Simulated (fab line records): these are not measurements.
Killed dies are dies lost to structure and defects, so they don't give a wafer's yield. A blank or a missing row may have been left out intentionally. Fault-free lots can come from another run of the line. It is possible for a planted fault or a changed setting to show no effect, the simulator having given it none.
What tool caused it? | flow n5Finfet | 12 lots with 36 wafers sampled at 3 steps, on a route of 1938 steps

WHAT THE GAUGES SHOWED, per wafer
N5_BEOL_M7_THK_MEAS_01.
lot  | measured     | on           | M7_ILD_THK (nm)
L441 | day 8 19:19  | filmMetro-01 | 151.9 152.1 153.8
L442 | day 8 23:53  | filmMetro-01 | 151.2 156.4 156.1
L444 | day 9 15:08  | filmMetro-02 | 156.4 154.8 156.4
L443 | day 9 15:26  | filmMetro-02 | 156.4 153.6 156.5
L447 | day 10 19:56 | filmMetro-02 | 152.5 157.5 155.1
L450 | day 11 05:25 | filmMetro-01 | 156.3 157.6 155.1
L449 | day 11 05:53 | filmMetro-02 | 156.6 153.4 154.9
L451 | day 11 08:13 | filmMetro-01 | 157.6 155.4 156.2
L455 | day 13 11:17 | filmMetro-02 | 155.9 158.1 156.8
L456 | day 13 12:20 | filmMetro-01 | 154.9 155.0 154.4
L457 | day 13 16:31 | filmMetro-01 | 156.9 156.5 155.3
L463 | day 15 02:04 | filmMetro-02 | 152.2 155.2 156.3

WHICH TOOL RAN EACH LOT (tool, then ch and the chambers of the sampled wafers, then the start)
lot  | N5_BEOL_M6_SPUTTER_48       | N5_BEOL_M7_ILD_DEP_00
L441 | pvdSputter-01, day 8 17:44  | pecvd-02 ch 0,2, day 8 18:44
L442 | pvdSputter-02, day 8 22:19  | pecvd-04 ch 0,1, day 8 23:18
L444 | pvdSputter-03, day 9 13:34  | pecvd-03 ch 0,1,2, day 9 14:33
L443 | pvdSputter-03, day 9 13:38  | pecvd-03 ch 0,1,2, day 9 14:51
L447 | pvdSputter-03, day 10 17:58 | pecvd-02 ch 0,1, day 10 19:22
L450 | pvdSputter-03, day 11 02:46 | pecvd-02 ch 0,1, day 11 04:20
L449 | pvdSputter-03, day 11 03:21 | pecvd-03 ch 0,1, day 11 04:51
L451 | pvdSputter-03, day 11 06:38 | pecvd-02 ch 0,1, day 11 07:38
L455 | pvdSputter-01, day 13 09:33 | pecvd-02 ch 0,1, day 13 10:43
L456 | pvdSputter-02, day 13 10:32 | pecvd-03 ch 1,2, day 13 11:44
L457 | pvdSputter-01, day 13 14:55 | pecvd-02 ch 1,2, day 13 15:56
L463 | pvdSputter-02, day 15 00:21 | pecvd-04 ch 0,2, day 15 01:29
- N5_BEOL_M6_SPUTTER_48: material Cu, target thk 10 nm, time 1.667 s.
- N5_BEOL_M7_ILD_DEP_00: deposits SiCOH lowk from DEMS/porogen, target thk 179.75 nm, time 33.4 s.

WHAT THE TOOLS THEMSELVES READ (means of the sampled wafers that have a number; where no wafer has one, the mark that the record gives instead)
N5_BEOL_M6_SPUTTER_48.
lot  | tool          | chuckGasFlowSccm (sccm) | throttleValvePct (%)
L441 | pvdSputter-01 | 1.25                    | 30.8
L442 | pvdSputter-02 | 1.28                    | 30.7
L444 | pvdSputter-03 | 1.25                    | 29.8
L443 | pvdSputter-03 | 1.27                    | 29.8
L447 | pvdSputter-03 | 1.31                    | 29.1
L450 | pvdSputter-03 | 1.28                    | 29.5
L449 | pvdSputter-03 | 1.25                    | 29.8
L451 | pvdSputter-03 | 1.24                    | 29.8
L455 | pvdSputter-01 | 1.20                    | 31.0
L456 | pvdSputter-02 | 1.23                    | 30.1
L457 | pvdSputter-01 | 1.25                    | 30.9
L463 | pvdSputter-02 | 1.29                    | 30.8

N5_BEOL_M7_ILD_DEP_00.
lot  | tool     | heaterPowerW (W) | rfFwdPowerW (W) | showerheadPlenumPTorr (Torr) | throttleValvePct (%)
L441 | pecvd-02 | 371              | 495.4           | 5.732                        | 13.7
L442 | pecvd-04 | 296              | 494.0           | 5.734                        | 14.5
L444 | pecvd-03 | 311              | 493.3           | 5.725                        | 13.6
L443 | pecvd-03 | 329              | 494.9           | 5.742                        | 13.4
L447 | pecvd-02 | 389              | 497.4           | 5.753                        | 14.7
L450 | pecvd-02 | 340              | 498.5           | 5.738                        | 14.9
L449 | pecvd-03 | 337              | 495.1           | 5.723                        | 13.8
L451 | pecvd-02 | 301              | 496.4           | 5.736                        | 14.6
L455 | pecvd-02 | 373              | 497.3           | 5.753                        | 14.4
L456 | pecvd-03 | 283              | 496.2           | 5.738                        | 13.3
L457 | pecvd-02 | 397              | 495.1           | 5.750                        | 14.0
L463 | pecvd-04 | 276              | 494.3           | 5.745                        | 13.5

THE ANSWER, worked out from the rows above alone
Rule: usual is defined by the lots themselves. Put in order of their means at a reading, lots are off if they are a third of the lots or fewer, leave a main group of 4 or more, and stand apart from it by a gap of 3 or more times the standard deviation of the main group's means; of several such gaps the widest counts. A main group is skipped when, at the precision printed for the reading in the tables above, its means are all equal. A lot without any number at a reading at which 4 lots or more have one is off too. Where the step has rows for the other lots, those lots are counted as sound. The gauges are gone through in route order, then the tools' own readings, and for those a lot's mean is taken as printed above. At the first step where some lot is off, the reading lying furthest off is the one used; lots without a number count as furthest.
No lot is off at any reading shown: from this, nothing can be told.

WHAT THE SIMULATOR HAD INSERTED
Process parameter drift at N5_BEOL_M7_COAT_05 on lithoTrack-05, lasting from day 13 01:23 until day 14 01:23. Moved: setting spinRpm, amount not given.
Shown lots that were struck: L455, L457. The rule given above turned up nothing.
